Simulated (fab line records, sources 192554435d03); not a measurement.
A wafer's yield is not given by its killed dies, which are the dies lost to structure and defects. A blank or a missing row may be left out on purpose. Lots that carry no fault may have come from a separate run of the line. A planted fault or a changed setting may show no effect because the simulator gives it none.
Comparing a struck lot with a sound one / flow n5-finfet / 19 steps out of a route of 1938
Sound: the wafers L460.1, L460.5, L460.6. Struck: wafers L467.1, L467.2, L467.3. The cause is named last.
Each step with rows lists, per side, the tool, then ch with its chambers, then its first start. Under that, the readings that differ: sound wafers / struck wafers / difference of the means / sigmas: that difference in standard deviations of wafers without a fault.
alike: words and numbers the same on both sides, and readings whose means are apart by under 2 such deviations; not compared: readings that were withheld, readings missing a value for some wafer, numbers with overlapping values and no deviation given by the record, and bounds like >300 which may hide the same value.
Wherever a step has rows on one side only, a row that says differs or no value, or a row with sigmas, the two part there. Numbers that don't overlap but have no deviation are shown without sigmas and don't part them. Lack of a reading on every wafer of one side parts them only where that side has two or more wafers.

first, 7 steps without rows for these wafers: N5_BEOL_M10_COAT_60 (time 60 s, resist thk 30 nm); N5_BEOL_M10_COAT_05 (resist thk 90 nm); N5_BEOL_M10_EBR_07; N5_BEOL_M10_SOFTBAKE_06 (time 60 s); N5_BEOL_M10_EXPOSE_08 (exposes mask M10); N5_BEOL_M10_PEB_09 (peb time 60 s); N5_BEOL_M10_DEVELOP_10 (develop time 30 s).
N5_BEOL_M10_CD_MEAS_11: the cd target is 64.1 nm.
  sound on cd-sem-02 ch 0, day 13 08:25; struck on cd-sem-03 ch 0, day 14 20:35
  alike: cd-nm
N5_BEOL_M10_OVL_MEAS_12:
  sound on overlay-01 ch 0, day 13 08:27; struck on overlay-02 ch 0, day 14 20:37
  alike: M10_OVL
N5_BEOL_M10_INSPECT_13: inspects for defects (brightfield).
  sound on defect-inspect-01 at day 13 08:28; struck on defect-inspect-02 at day 14 20:39
  alike: raw-defect-count
N5_BEOL_M10_DESCUM_16: chemistry O2, time 7.9 s.
  sound on rie-diel-05 ch 1,2, day 13 08:30; struck on rie-diel-06 ch 0,1,3, day 14 21:58
  alike: chamber-pressure-mTorr, drypump-motor-current-A, oes-product-au, rf-vpp-V, showerhead-plenum-p-Torr, throttle-valve-pct
  not compared: rf-hours-counter-h
N5_BEOL_M10_ETCH_61: etches SiARC in CF4, target depth 39 nm, time 65 s.
  sound on rie-diel-05 ch 1,2, day 13 08:32; struck on rie-diel-06 ch 0,1,3, day 14 22:00
  alike: bias-w, cf4-flow-sccm, chamber-pressure-mTorr, drypump-motor-current-A, etch-rf-on-time-s, oes-product-au, rf-vpp-V, showerhead-plenum-p-Torr, throttle-valve-pct
  not compared: rf-hours-counter-h
N5_BEOL_M10_ETCH_62: etches SOC in N2/H2, target depth 110 nm, overetch 22 nm, time 165 s.
  sound on rie-diel-05 ch 1,2, day 13 08:35; struck on rie-diel-06 ch 0,1,3, day 14 22:03
  no value came back on the struck wafers for any of 8 readings (bias-w (W), chamber-pressure-mTorr (mTorr) and others); on the sound wafers bias-w (W) reads 149.1 150.2 149.4
reading=model.CAR-ArF_of_BEOL_M10_COAT_05.thk-nm (nm); sound=0 0 0; struck=55.6 55.4 55.4; difference=+55.5; sigmas=
reading=model.SiARC_of_BEOL_M10_COAT_60.thk-nm (nm); sound=23 23.4 23.2; struck=30 30.2 30; difference=+7; sigmas=
  not compared: rf-hours-counter-h
then, 1 step without rows for these wafers: N5_BEOL_M10_STRIP_68 (strips in N2/H2).
N5_BEOL_M10_STRIP_67: strips in CF4.
  sound on rie-diel-05 ch 1,2, day 13 08:44; struck on rie-diel-06 ch 0,1,3, day 14 22:12
  alike: chamber-pressure-mTorr, drypump-motor-current-A, oes-product-au, rf-vpp-V, showerhead-plenum-p-Torr, throttle-valve-pct
  not compared: rf-hours-counter-h
N5_BEOL_M10_HM_OPEN_17: chemistry Cl2/BCl3, target TiN, target depth 20 nm, overetch 6 nm.
  sound on rie-metal-03 ch 0,1, day 13 08:47; struck on rie-metal-03 ch 0,1, day 14 22:14
reading=oes-product-au (a.u.); sound=0.73 0.62 0.73; struck=0.27 0.31 0.32; difference=-0.39; sigmas=-9
reading=throttle-valve-pct (%); sound=21.80 22.10 21.82; struck=22.74 22.49 22.48; difference=+0.66; sigmas=+5
  alike: chamber-pressure-mTorr, drypump-motor-current-A, he-backside-leak-sccm
  not compared: rf-hours-counter-h
N5_BEOL_M10_STRIP_19: strips in O2.
  sound on rie-diel-04 ch 1,2,3, day 13 08:53; struck on rie-diel-06 ch 0,1,3, day 14 22:22
  alike: chamber-pressure-mTorr, drypump-motor-current-A, oes-product-au, rf-vpp-V, showerhead-plenum-p-Torr, throttle-valve-pct
  not compared: rf-hours-counter-h
N5_BEOL_M10_CD_MEAS_18: pitch 140 nm, target cd 70 nm.
  sound on cd-sem-01 at day 13 08:58; struck on cd-sem-02 at day 14 22:26
reading=cd-nm (nm); sound=71.0 71.1 70.2; struck=- - -; difference=no value on the struck wafers; sigmas=
then, 1 step without rows for these wafers: N5_BEOL_M10_COAT_63 (time 60 s, resist thk 100 nm).

## WHERE THEY PART
Earliest at N5_BEOL_M10_ETCH_62; latest, in this record, at N5_BEOL_M10_CD_MEAS_18.

WHY: the cause the simulator had injected
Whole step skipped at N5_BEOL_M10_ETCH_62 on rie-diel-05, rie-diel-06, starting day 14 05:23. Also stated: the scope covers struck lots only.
